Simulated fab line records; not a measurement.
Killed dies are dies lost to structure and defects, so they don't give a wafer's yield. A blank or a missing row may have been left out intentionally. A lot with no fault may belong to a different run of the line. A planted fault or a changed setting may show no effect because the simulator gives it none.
Which tool is to blame? -- flow n5 finfet -- 9 lots with 27 wafers sampled at 7 steps, on a route of 1938 steps

## WHAT THE GAUGES SHOWED, per wafer
N5_BEOL_M5_CD_MEAS_28: target cd 30.6 nm, target cd y 20 nm. Usual: cd nm 30.54 nm, standard deviation 0.22.
lot,measured,on,cd nm (nm),flag
L138,day 9 03:38,cd sem-03,30.17 30.48 30.43,
L141,day 10 04:49,cd sem-01,30.59 30.78 30.65,
L144,day 10 13:29,cd sem-01,30.36 30.56 30.60,
L143,day 10 23:44,cd sem-01,30.60 30.54 30.32,
L142,day 11 01:20,cd sem-01,30.40 30.46 30.14,
L149,day 12 15:49,cd sem-02,30.44 30.74 30.47,
L154,day 13 03:02,cd sem-01,30.42 30.35 30.67,
L155,day 13 21:29,cd sem-02,30.55 30.39 30.61,
L157,day 14 23:31,cd sem-01,30.31 30.32 30.83,

N5_BEOL_M5_OCD_MEAS_38. Usual: trench depth nm 71.7 nm, standard deviation 1.2.
lot,measured,on,trench depth nm (nm),flag
L138,day 9 04:10,ocd-02,72.5 71.9 70.7,
L141,day 10 05:21,ocd-01,72.1 74.3 73.5,
L144,day 10 14:02,ocd-02,69.9 72.9 70.1,
L143,day 11 00:16,ocd-01,72.1 70.5 70.2,
L142,day 11 01:53,ocd-02,73.1 70.9 73.3,
L149,day 12 16:24,ocd-02,68.9 65.0 71.6,
L154,day 13 03:35,ocd-01,72.0 70.1 69.9,
L155,day 13 22:02,ocd-02,70.2 71.9 72.3,
L157,day 15 00:03,ocd-02,72.0 72.9 72.9,

N5_BEOL_M5_THK_MEAS_53: measures by xrf. Usual: for M5_THK the level is 63.0 nm and the standard deviation is 1.7.
lot,measured,on,M5_THK (nm),flag
L138,day 9 10:35,film metro-02,62.1 62.5 60.0,
L141,day 10 12:00,film metro-02,62.4 63.6 63.4,
L144,day 10 22:28,film metro-02,61.8 64.1 61.2,
L143,day 11 07:59,film metro-01,66.5 64.3 63.8,
L142,day 11 08:20,film metro-02,65.5 62.1 64.5,
L149,day 12 23:17,film metro-02,60.7 54.4 62.6,
L154,day 13 10:31,film metro-01,64.1 62.9 60.4,
L155,day 14 04:42,film metro-02,60.0 63.1 62.8,
L157,day 15 06:53,film metro-01,63.0 66.5 65.1,

N5_BEOL_M5_RS_MEAS_57: measurement is done with a four-point probe. Usual: for M5_RS the level is 0.386 ohm/sq and the standard deviation is 0.013.
lot,measured,on,M5_RS (ohm/sq),flag
L138,day 9 10:51,film metro-01,0.389 0.388 0.406,
L141,day 10 12:17,film metro-01,0.389 0.380 0.380,
L144,day 10 22:44,film metro-02,0.397 0.375 0.398,
L143,day 11 08:14,film metro-01,0.362 0.379 0.384,
L142,day 11 08:35,film metro-02,0.369 0.393 0.376,
L149,day 12 23:34,film metro-01,0.400 0.457 0.385,
L154,day 13 10:46,film metro-01,0.379 0.386 0.404,
L155,day 14 04:58,film metro-02,0.404 0.383 0.384,
L157,day 15 07:12,film metro-01,0.392 0.369 0.377,

## TOOL THAT RAN EACH LOT (tool first, then ch and the chambers of the sampled wafers, then the start)
lot,N5_BEOL_M5_ETCH_75,N5_BEOL_M5_TRENCH_ETCH_37,N5_BEOL_M5_DEGAS_44
L138,"rie diel-05 ch 0,1, day 9 03:47","rie diel-05 ch 0,1, day 9 04:01","pvd sputter-03, day 9 04:41"
L141,"rie diel-06 ch 1,3, day 10 04:58","rie diel-06 ch 1,3, day 10 05:11","pvd sputter-02, day 10 06:16"
L144,"rie diel-05 ch 0,2,3, day 10 13:39","rie diel-05 ch 0,2,3, day 10 13:53","pvd sputter-02, day 10 16:05"
L143,"rie diel-03 ch 2,3, day 10 23:53","rie diel-03 ch 2,3, day 11 00:07","pvd sputter-03, day 11 02:04"
L142,"rie diel-05 ch 0,1,2, day 11 01:30","rie diel-05 ch 0,1,2, day 11 01:44","pvd sputter-02, day 11 02:28"
L149,"rie diel-05 ch 2,3, day 12 16:01","rie diel-05 ch 1,2,3, day 12 16:15","pvd sputter-02, day 12 17:19"
L154,"rie diel-06 ch 0,2, day 13 03:13","rie diel-06 ch 0,2, day 13 03:26","pvd sputter-01, day 13 04:31"
L155,"rie diel-03 ch 1,2,3, day 13 21:38","rie diel-03 ch 1,2,3, day 13 21:52","pvd sputter-01, day 13 22:44"
L157,"rie diel-06 ch 1,2,3, day 14 23:40","rie diel-06 ch 1,2,3, day 14 23:53","pvd sputter-02, day 15 00:46"
- N5_BEOL_M5_ETCH_75: etches underlayer in N2/H2, target depth 6.5 nm, time 5.2 s.
- N5_BEOL_M5_TRENCH_ETCH_37: etches SiCOH lowk in C4F6/O2, target depth 71.652 nm, time 24.7 s.
- N5_BEOL_M5_DEGAS_44: time 60 s.

## WHAT THE TOOLS THEMSELVES READ (means of the sampled wafers that have a number; where no wafer has one, the mark that the record gives instead)
N5_BEOL_M5_ETCH_75. Usual: drypump motor current A 5.4 A, standard deviation 0.39; etch rf on time s 5.17 s, standard deviation 0.099; h2 flow sccm 200.0 sccm, standard deviation 0.61; oes product au 0.67 a.u., standard deviation 0.071; rf fwd power W 819.3 W, standard deviation 2.8; rf vpp V 523.9 V, standard deviation 2.3; showerhead plenum p Torr 2.54 Torr, standard deviation 0.058; throttle valve pct 17.86 %, standard deviation 0.24.
lot,tool,drypump motor current A (A),etch rf on time s (s),h2 flow sccm (sccm),oes product au (a.u.),rf fwd power W (W),rf vpp V (V),showerhead plenum p Torr (Torr),throttle valve pct (%),flag
L138,rie diel-05,4.9,5.21,199.9,0.69,819.6,522.2,2.48,17.73,
L141,rie diel-06,5.3,5.04,200.4,0.82,817.8,524.4,2.56,17.67,
L144,rie diel-05,5.4,5.23,199.7,0.63,816.9,524.3,2.54,17.95,
L143,rie diel-03,5.6,5.17,200.2,0.60,819.5,524.8,2.59,17.80,
L142,rie diel-05,5.2,5.17,200.6,0.66,817.2,521.3,2.51,17.95,
L149,rie diel-05,5.7,5.16,200.1,0.66,819.6,525.4,2.55,17.99,
L154,rie diel-06,5.5,5.21,199.4,0.61,819.4,524.6,2.52,18.08,
L155,rie diel-03,5.4,5.20,200.4,0.62,818.3,525.5,2.56,17.86,
L157,rie diel-06,5.6,5.12,200.3,0.71,820.5,525.8,2.57,17.82,

N5_BEOL_M5_TRENCH_ETCH_37. Usual: drypump motor current A 5.5 A, standard deviation 0.39; oes product au 0.78 a.u., standard deviation 0.082; rf fwd power W 339.2 W, standard deviation 1.8; rf vpp V 665 V, standard deviation 7; showerhead plenum p Torr 2.85 Torr, standard deviation 0.063; throttle valve pct 20.96 %, standard deviation 0.23.
lot,tool,drypump motor current A (A),oes product au (a.u.),rf fwd power W (W),rf vpp V (V),showerhead plenum p Torr (Torr),throttle valve pct (%),flag
L138,rie diel-05,4.9,0.81,338.0,668,2.79,20.87,
L141,rie diel-06,5.3,0.95,339.6,664,2.87,20.81,
L144,rie diel-05,5.4,0.75,338.3,667,2.85,21.07,
L143,rie diel-03,5.7,0.71,339.8,665,2.91,20.88,
L142,rie diel-05,5.2,0.78,338.0,665,2.81,21.07,
L149,rie diel-05,5.4,0.77,310.8,704,2.83,20.90,OFF
L154,rie diel-06,5.5,0.71,338.4,660,2.83,21.16,
L155,rie diel-03,5.4,0.73,340.1,665,2.88,20.94,
L157,rie diel-06,5.5,0.83,339.5,665,2.88,20.93,

N5_BEOL_M5_DEGAS_44. Usual: heater power w 323 W, standard deviation 36; susceptor temp C 250.01 C, standard deviation 0.18.
lot,tool,heater power w (W),susceptor temp C (C),flag
L138,pvd sputter-03,335,250.02,
L141,pvd sputter-02,344,249.97,
L144,pvd sputter-02,340,249.99,
L143,pvd sputter-03,342,250.13,
L142,pvd sputter-02,338,249.84,
L149,pvd sputter-02,342,249.88,
L154,pvd sputter-01,309,250.06,
L155,pvd sputter-01,336,250.00,
L157,pvd sputter-02,350,250.21,

## THE ANSWER, worked out from the rows above alone
Rule: lot off if the mean of its wafers having a number is beyond 3 standard deviations from the usual mean. A lot without any number at a reading at which 4 lots or more have one is off too. Where the step has rows for the other lots, those lots are counted as sound. After the gauges, taken in route order, come the tools' own readings; for these a lot's mean is taken, as printed above. The first step at which some lot is off is used, and at that step the reading that is off furthest; a lot without a number counts as furthest.
Off: L149 (N5_BEOL_M5_TRENCH_ETCH_37, rf fwd power W).
If a tool, at that step or one of the process steps before it, ran each lot that is off and ran no sound lot following the first of them, it fits. One fits: N5_BEOL_M5_ETCH_75 and N5_BEOL_M5_TRENCH_ETCH_37 on rie diel-05. At N5_BEOL_M5_ETCH_75 its last sound lot is L142 (day 11 01:30), its first lot that is off L149 (day 12 16:01): a fault that began between those two fits.

## WHAT WAS PUT IN BY THE SIMULATOR
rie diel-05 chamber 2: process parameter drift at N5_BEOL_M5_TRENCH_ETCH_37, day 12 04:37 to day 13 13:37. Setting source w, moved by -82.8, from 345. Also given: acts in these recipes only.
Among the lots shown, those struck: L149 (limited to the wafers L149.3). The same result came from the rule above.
